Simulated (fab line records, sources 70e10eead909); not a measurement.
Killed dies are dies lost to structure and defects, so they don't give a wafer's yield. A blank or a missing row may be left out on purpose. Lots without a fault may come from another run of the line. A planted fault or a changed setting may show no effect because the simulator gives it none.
Which tool did it? | flow nand_harc | 12 lots, 36 wafers sampled, at 5 steps of a route of 1159

WHAT THE GAUGES READ, wafer by wafer
NHARC_END_SORT_01. Usual: killed_at_array 29, standard deviation 11; killed_at_other 0.5, standard deviation 0.85; killed_at_periphery 3.0, standard deviation 2.3; killed_dies 33, standard deviation 12; killed_open 3.3, standard deviation 1.9; killed_short 2.0, standard deviation 1.5.
lot  | measured     | on        | killed_at_array | killed_at_other | killed_at_periphery | killed_dies | killed_open | killed_short | flag
L392 | day 26 23:06 | prober-02 | 572 22 25       | 0 0 0           | 2 0 2               | 574 22 27   | 2 1 3       | 3 2 2        | OFF
L396 | day 27 03:19 | prober-01 | 556 43 26       | 0 0 0           | 3 6 3               | 559 49 29   | 6 3 3       | 0 3 2        | OFF
L393 | day 28 06:14 | prober-02 | 42 47 49        | 0 0 0           | 4 3 2               | 46 50 51    | 7 10 2      | 4 0 1        |

WHICH TOOL RAN EACH LOT (tool, then ch and the chambers of the sampled wafers, then the start)
lot  | NHARC_A_CONTACT_ETCH_77                       | NHARC_A_CONTACT_ETCH_78            | NHARC_A_CONTACT_ETCH_128             | NHARC_A_CONTACT_ETCH_132
L381 | rie_diel-05 ch 1,2, day 20 08:42 or earlier   | rie_diel-05 ch 2,3, day 20 08:42   | har_cap_etch-03 ch 0,1, day 20 09:50 | har_cap_etch-03 ch 0,1, day 20 10:24
L382 | rie_diel-06 ch 1,2, day 20 13:11 or earlier   | rie_diel-06 ch 0,3, day 20 13:11   | har_cap_etch-03 ch 0,1, day 20 14:17 | har_cap_etch-03 ch 0,1, day 20 14:51
L389 | rie_diel-06 ch 0,3, day 20 19:10 or earlier   | rie_diel-06 ch 0,3, day 20 19:10   | har_cap_etch-02 ch 0,1, day 20 20:19 | har_cap_etch-02 ch 0,1, day 20 20:53
L387 | rie_diel-05 ch 1,2,3, day 20 19:54 or earlier | rie_diel-05 ch 0,3, day 20 19:54   | har_cap_etch-01 ch 0,1, day 20 21:16 | har_cap_etch-01 ch 0,1, day 20 22:02
L388 | rie_diel-04 ch 1,3, day 21 05:58 or earlier   | rie_diel-04 ch 0,2,3, day 21 05:58 | har_cap_etch-01 ch 0,1, day 21 07:08 | har_cap_etch-01 ch 0,1, day 21 07:42
L390 | rie_diel-06 ch 0,2, day 21 12:37 or earlier   | rie_diel-06 ch 0,1,2, day 21 12:37 | har_cap_etch-03 ch 1, day 21 14:14   | har_cap_etch-03 ch 1, day 21 15:15
L392 | rie_diel-06 ch 1,2,3, day 22 13:25 or earlier | rie_diel-06 ch 0,2, day 22 13:25   | har_cap_etch-03 ch 0,1, day 22 14:34 | har_cap_etch-03 ch 0,1, day 22 15:07
L396 | rie_diel-06 ch 0,1,2, day 22 16:17 or earlier | rie_diel-06 ch 0,3, day 22 16:17   | har_cap_etch-03 ch 0, day 22 17:25   | har_cap_etch-03 ch 0, day 22 17:59
L399 | rie_diel-04 ch 0,1,3, day 23 03:29 or earlier | rie_diel-04 ch 0,2,3, day 23 03:29 | har_cap_etch-01 ch 0,1, day 23 04:38 | har_cap_etch-01 ch 0,1, day 23 05:13
L401 | rie_diel-05 ch 1,2,3, day 23 08:26 or earlier | rie_diel-05 ch 0,1,3, day 23 08:26 | har_cap_etch-01 ch 1, day 23 09:35   | har_cap_etch-01 ch 1, day 23 10:09
L393 | rie_diel-05 ch 0,2,3, day 23 20:38 or earlier | rie_diel-05 ch 1,3, day 23 20:38   | har_cap_etch-01 ch 0,1, day 23 21:47 | har_cap_etch-01 ch 0,1, day 23 22:22
L404 | rie_diel-05 ch 0,1,3, day 24 07:36 or earlier | rie_diel-05 ch 1,2,3, day 24 07:36 | har_cap_etch-01 ch 0,1, day 24 08:46 | har_cap_etch-01 ch 0,1, day 24 09:20
- NHARC_A_CONTACT_ETCH_77: etches the open film in CF4/CHF3, target depth 72.6 nm, time 36.3 s.
- NHARC_A_CONTACT_ETCH_78: etches the open film in O2/COS, target depth 2800 nm, time 728 s.
- NHARC_A_CONTACT_ETCH_128: etches the open film in C4F8/O2/Ar, time 155 s, target depth 956 nm.
- NHARC_A_CONTACT_ETCH_132: etches the open film in C4F8/O2/Ar, time 156 s, target depth 958 nm.

WHAT THE TOOLS THEMSELVES READ (means of the sampled wafers that have a number; where no wafer has one, the mark that the record gives instead)
NHARC_A_CONTACT_ETCH_77. Usual: chamber_pressure_mTorr 25.001 mTorr, standard deviation 0.024; drypump_motor_current_A 5.8 A, standard deviation 0.57; oes_product_au 0.928 a.u., standard deviation 0.016; rf_vpp_V 370.6 V, standard deviation 2.2; showerhead_plenum_p_Torr 1.57 Torr, standard deviation 0.062; throttle_valve_pct 16.803 %, standard deviation 0.0085.
lot  | tool        | chamber_pressure_mTorr (mTorr) | drypump_motor_current_A (A) | oes_product_au (a.u.) | rf_vpp_V (V) | showerhead_plenum_p_Torr (Torr) | throttle_valve_pct (%) | flag
L381 | rie_diel-05 | 25.006                         | 6.3                         | 0.917                 | 371.3        | 1.59                            | 16.807                 |
L382 | rie_diel-06 | 24.995                         | 5.2                         | 0.928                 | 369.7        | 1.54                            | 16.801                 |
L389 | rie_diel-06 | 24.980                         | 6.2                         | 0.912                 | 371.4        | 1.63                            | 16.801                 |
L387 | rie_diel-05 | 25.007                         | 6.0                         | 0.924                 | 369.1        | 1.55                            | 16.805                 |
L388 | rie_diel-04 | 24.998                         | 5.2                         | 0.961                 | 372.5        | 1.64                            | 16.806                 |
L390 | rie_diel-06 | 25.008                         | 6.2                         | 0.961                 | 370.6        | 1.56                            | 16.801                 |
L392 | rie_diel-06 | 25.008                         | 5.4                         | 0.912                 | 371.6        | 1.60                            | 16.809                 |
L396 | rie_diel-06 | 25.000                         | 5.7                         | 0.916                 | 370.5        | 1.58                            | 16.806                 |
L399 | rie_diel-04 | 25.009                         | 5.6                         | 0.928                 | 370.2        | 1.58                            | 16.798                 |
L401 | rie_diel-05 | 24.998                         | 6.0                         | 0.936                 | 369.9        | 1.54                            | 16.799                 |
L393 | rie_diel-05 | 24.985                         | 5.7                         | 0.957                 | 370.3        | 1.55                            | 16.803                 |
L404 | rie_diel-05 | 25.004                         | 5.6                         | 0.924                 | 369.3        | 1.52                            | 16.806                 |

NHARC_A_CONTACT_ETCH_78. Usual: chamber_pressure_mTorr 19.999 mTorr, standard deviation 0.018; drypump_motor_current_A 5.8 A, standard deviation 0.56; oes_product_au 0.997 a.u., standard deviation 0.0081; rf_vpp_V 314.2 V, standard deviation 2; showerhead_plenum_p_Torr 3.12 Torr, standard deviation 0.13; throttle_valve_pct 28.330 %, standard deviation 0.0081.
lot  | tool        | chamber_pressure_mTorr (mTorr) | drypump_motor_current_A (A) | oes_product_au (a.u.) | rf_vpp_V (V) | showerhead_plenum_p_Torr (Torr) | throttle_valve_pct (%) | flag
L381 | rie_diel-05 | 19.997                         | 5.8                         | 0.997                 | 312.9        | 3.05                            | 28.323                 |
L382 | rie_diel-06 | 19.979                         | 6.2                         | 0.999                 | 316.6        | 3.23                            | 28.328                 |
L389 | rie_diel-06 | 20.004                         | 6.2                         | 0.996                 | 315.7        | 3.23                            | 28.331                 |
L387 | rie_diel-05 | 19.985                         | 5.4                         | 0.995                 | 313.1        | 3.06                            | 28.336                 |
L388 | rie_diel-04 | 20.007                         | 6.0                         | 1.003                 | 314.7        | 3.14                            | 28.328                 |
L390 | rie_diel-06 | 19.995                         | 5.7                         | 1.002                 | 314.8        | 3.14                            | 28.334                 |
L392 | rie_diel-06 | 19.998                         | 5.8                         | 0.946                 | 312.4        | 3.02                            | 28.327                 | OFF
L396 | rie_diel-06 | 20.008                         | 6.2                         | 0.938                 | 314.5        | 3.22                            | 28.323                 | OFF
L399 | rie_diel-04 | 19.999                         | 6.0                         | 1.000                 | 314.0        | 3.13                            | 28.329                 |
L401 | rie_diel-05 | 19.998                         | 5.6                         | 0.981                 | 312.6        | 3.03                            | 28.335                 |
L393 | rie_diel-05 | 19.995                         | 5.7                         | 0.988                 | 312.1        | 2.98                            | 28.334                 |
L404 | rie_diel-05 | 19.998                         | 6.0                         | 0.992                 | 313.0        | 3.06                            | 28.325                 |

NHARC_A_CONTACT_ETCH_128. Usual: chamber_pressure_mTorr 20.001 mTorr, standard deviation 0.017.
lot  | tool            | chamber_pressure_mTorr (mTorr) | flag
L381 | har_cap_etch-03 | 19.999                         |
L382 | har_cap_etch-03 | 20.002                         |
L389 | har_cap_etch-02 | 20.015                         |
L387 | har_cap_etch-01 | 19.998                         |
L388 | har_cap_etch-01 | 19.998                         |
L390 | har_cap_etch-03 | 20.006                         |
L392 | har_cap_etch-03 | 20.013                         |
L396 | har_cap_etch-03 | 19.993                         |
L399 | har_cap_etch-01 | 19.997                         |
L401 | har_cap_etch-01 | 20.014                         |
L393 | har_cap_etch-01 | 20.005                         |
L404 | har_cap_etch-01 | 19.995                         |

NHARC_A_CONTACT_ETCH_132. Usual: chamber_pressure_mTorr 20.000 mTorr, standard deviation 0.019.
lot  | tool            | chamber_pressure_mTorr (mTorr) | flag
L381 | har_cap_etch-03 | 20.014                         |
L382 | har_cap_etch-03 | 19.996                         |
L389 | har_cap_etch-02 | 19.991                         |
L387 | har_cap_etch-01 | 19.989                         |
L388 | har_cap_etch-01 | 20.008                         |
L390 | har_cap_etch-03 | 20.016                         |
L392 | har_cap_etch-03 | 20.030                         |
L396 | har_cap_etch-03 | 19.971                         |
L399 | har_cap_etch-01 | 20.005                         |
L401 | har_cap_etch-01 | 19.999                         |
L393 | har_cap_etch-01 | 20.009                         |
L404 | har_cap_etch-01 | 19.981                         |

THE ANSWER, worked out from the rows above alone
Rule: a lot is off if the mean of its wafers that have a number lies more than 3 standard deviations from the usual mean. A lot without any number at a reading at which 4 lots or more have one is off too. The other lots that the step has rows for count as sound. The gauges are gone through in route order, then the tools' own readings, and for those a lot's mean is taken as printed above. The first step at which some lot is off is used, and at that step the reading that is off furthest; a lot without a number counts as furthest.
Off: L392, L396, at NHARC_END_SORT_01 (killed_at_array). Neither off nor sound, because the step has no rows for them: L381, L382, L389, L387, L388, L390, L399, L401, L404.
A tool fits if, at a process step before that reading, it ran every lot that is off, and no sound lot after the first of them. The gauges at NHARC_END_SORT_01 aren't tried: what is off there is off at NHARC_A_CONTACT_ETCH_78 too, on other tools, and a gauge's error can't cause that. NHARC_A_CONTACT_ETCH_77 gives no start for some lots, so the hours and the order of its lots are those of NHARC_A_CONTACT_ETCH_78. Can't be told from this: 2 tools fit, rie_diel-06 at NHARC_A_CONTACT_ETCH_77 and NHARC_A_CONTACT_ETCH_78, har_cap_etch-03 at NHARC_A_CONTACT_ETCH_128 and NHARC_A_CONTACT_ETCH_132.

WHAT THE SIMULATOR HAD PUT IN
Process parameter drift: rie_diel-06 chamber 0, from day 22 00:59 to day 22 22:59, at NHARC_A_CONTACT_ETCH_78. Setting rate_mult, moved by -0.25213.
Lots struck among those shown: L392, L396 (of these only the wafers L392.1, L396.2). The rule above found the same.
